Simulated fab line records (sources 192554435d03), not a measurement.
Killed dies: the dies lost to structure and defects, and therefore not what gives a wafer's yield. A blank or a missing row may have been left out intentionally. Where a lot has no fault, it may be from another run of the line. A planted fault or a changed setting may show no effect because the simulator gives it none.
Lot-split experiment || flow n5-finfet || route with 1938 steps; 7 lots, 21 wafers read

== THE SPLIT ==
At N5_PASSIVATION_EXPOSE_27 (exposes mask PAD, defocus 0 nm), the setting dose-mj was moved away from the recipe's 32.3 on 6 of the 21 wafers read, by -6.6% to +4.7%. This setting was run at the recipe's value on the other wafers.

== FROM THE SPLIT TO THE READING: what the file shows between them, 3 steps ==
- N5_PASSIVATION_PEB_28
- N5_PASSIVATION_DEVELOP_29: develop time 60 s
- N5_PASSIVATION_HARDBAKE_31: time 120 s

== THE READING ==
cd-nm at N5_PASSIVATION_CD_MEAS_30, given in nm (cd target 4000 nm). Fault-free wafers of this fab line usually give 4000.4 nm, standard deviation 2.3 nm.

{"wafer": "L075.2", "tool, chamber at the split": "krf-scanner-01, 0", "dose-mj as run": 31, "against the recipe": "-4.0%", "cd-nm, nm": 3993.4, "against lot-mates on the recipe": -6.3}
{"wafer": "L075.4", "tool, chamber at the split": "krf-scanner-01, 0", "dose-mj as run": 32.3, "against the recipe": "recipe", "cd-nm, nm": 3999.7, "against lot-mates on the recipe": "-"}
{"wafer": "L075.6", "tool, chamber at the split": "krf-scanner-01, 0", "dose-mj as run": 31, "against the recipe": "-4.0%", "cd-nm, nm": 3992.8, "against lot-mates on the recipe": -6.9}
{"wafer": "L085.2", "tool, chamber at the split": "krf-scanner-02, 0", "dose-mj as run": 32.3, "against the recipe": "recipe", "cd-nm, nm": 3995.2, "against lot-mates on the recipe": "-"}
{"wafer": "L085.3", "tool, chamber at the split": "krf-scanner-02, 0", "dose-mj as run": 32.3, "against the recipe": "recipe", "cd-nm, nm": 4003.0, "against lot-mates on the recipe": "-"}
{"wafer": "L085.5", "tool, chamber at the split": "krf-scanner-02, 0", "dose-mj as run": 32.3, "against the recipe": "recipe", "cd-nm, nm": 3998.8, "against lot-mates on the recipe": "-"}
{"wafer": "L087.1", "tool, chamber at the split": "krf-scanner-02, 0", "dose-mj as run": 32.3, "against the recipe": "recipe", "cd-nm, nm": 4005.3, "against lot-mates on the recipe": "-"}
{"wafer": "L087.2", "tool, chamber at the split": "krf-scanner-02, 0", "dose-mj as run": 32.3, "against the recipe": "recipe", "cd-nm, nm": 4000.5, "against lot-mates on the recipe": "-"}
{"wafer": "L087.3", "tool, chamber at the split": "krf-scanner-02, 0", "dose-mj as run": 32.3, "against the recipe": "recipe", "cd-nm, nm": 3996.7, "against lot-mates on the recipe": "-"}
{"wafer": "L092.2", "tool, chamber at the split": "krf-scanner-01, 0", "dose-mj as run": 32.3, "against the recipe": "recipe", "cd-nm, nm": 4003.4, "against lot-mates on the recipe": "-"}
{"wafer": "L092.5", "tool, chamber at the split": "krf-scanner-01, 0", "dose-mj as run": 30.17, "against the recipe": "-6.6%", "cd-nm, nm": 3990.3, "against lot-mates on the recipe": -13.1}
{"wafer": "L092.6", "tool, chamber at the split": "krf-scanner-01, 0", "dose-mj as run": 30.17, "against the recipe": "-6.6%", "cd-nm, nm": 3985.6, "against lot-mates on the recipe": -17.8}
{"wafer": "L093.1", "tool, chamber at the split": "krf-scanner-02, 0", "dose-mj as run": 32.3, "against the recipe": "recipe", "cd-nm, nm": 4001.9, "against lot-mates on the recipe": "-"}
{"wafer": "L093.4", "tool, chamber at the split": "krf-scanner-02, 0", "dose-mj as run": 33.82, "against the recipe": "+4.7%", "cd-nm, nm": 4010.5, "against lot-mates on the recipe": "+9.5"}
{"wafer": "L093.6", "tool, chamber at the split": "krf-scanner-02, 0", "dose-mj as run": 32.3, "against the recipe": "recipe", "cd-nm, nm": 4000.1, "against lot-mates on the recipe": "-"}
{"wafer": "L097.1", "tool, chamber at the split": "krf-scanner-01, 0", "dose-mj as run": 30.9, "against the recipe": "-4.3%", "cd-nm, nm": 3994.2, "against lot-mates on the recipe": -10.0}
{"wafer": "L097.2", "tool, chamber at the split": "krf-scanner-01, 0", "dose-mj as run": 32.3, "against the recipe": "recipe", "cd-nm, nm": 4004.2, "against lot-mates on the recipe": "-"}
{"wafer": "L097.4", "tool, chamber at the split": "krf-scanner-01, 0", "dose-mj as run": 32.3, "against the recipe": "recipe", "cd-nm, nm": 4004.2, "against lot-mates on the recipe": "-"}
{"wafer": "L094.2", "tool, chamber at the split": "krf-scanner-02, 0", "dose-mj as run": 32.3, "against the recipe": "recipe", "cd-nm, nm": 4001.2, "against lot-mates on the recipe": "-"}
{"wafer": "L094.4", "tool, chamber at the split": "krf-scanner-02, 0", "dose-mj as run": 32.3, "against the recipe": "recipe", "cd-nm, nm": 3997.7, "against lot-mates on the recipe": "-"}
{"wafer": "L094.6", "tool, chamber at the split": "krf-scanner-02, 0", "dose-mj as run": 32.3, "against the recipe": "recipe", "cd-nm, nm": 4000.4, "against lot-mates on the recipe": "-"}

THE FIT
A straight line over all 21 wafers: cd-nm changes by +1.92 nm for each +1% of dose-mj; r = +0.89; the points scatter about the line by 2.7 nm.
The same after taking each lot's own level away (the mean of its wafers on the recipe; 21 wafers): +2.15 nm for each +1%; r = +0.93; scatter 2.3 nm.
According to that fit, moving dose-mj by its largest amount changes the reading by 14 nm.
Across the lots, their own levels run from 3999.00 to 4004.20 nm, a range of 2.3 times the standard deviation given above.
Hence the slope depends on the lot-to-lot level, as the two fits are not the same.
Check: -14.6 nm against its lot-mates is what the line predicts for one of the wafers moved furthest among these (-6.6%) when that wafer is left out of the fit. Against them it came out at -13.1 nm.

== OTHER SPLITS ON THESE WAFERS ==
Other splits were also applied to these wafers ahead of the reading. Each is held against what the fit with the lots' levels taken away leaves over:
{"other split on the same wafers": "N5_BEOL_M14_COAT_58 spin-rpm", "wafers away from the commonest value": 6, "r with cd-nm (lot level and that fit taken away)": "+0.16"}

== FILE'S OWN FIT ==
cd-nm changes by +2.15 nm for each +1% of dose-mj, r = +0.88.
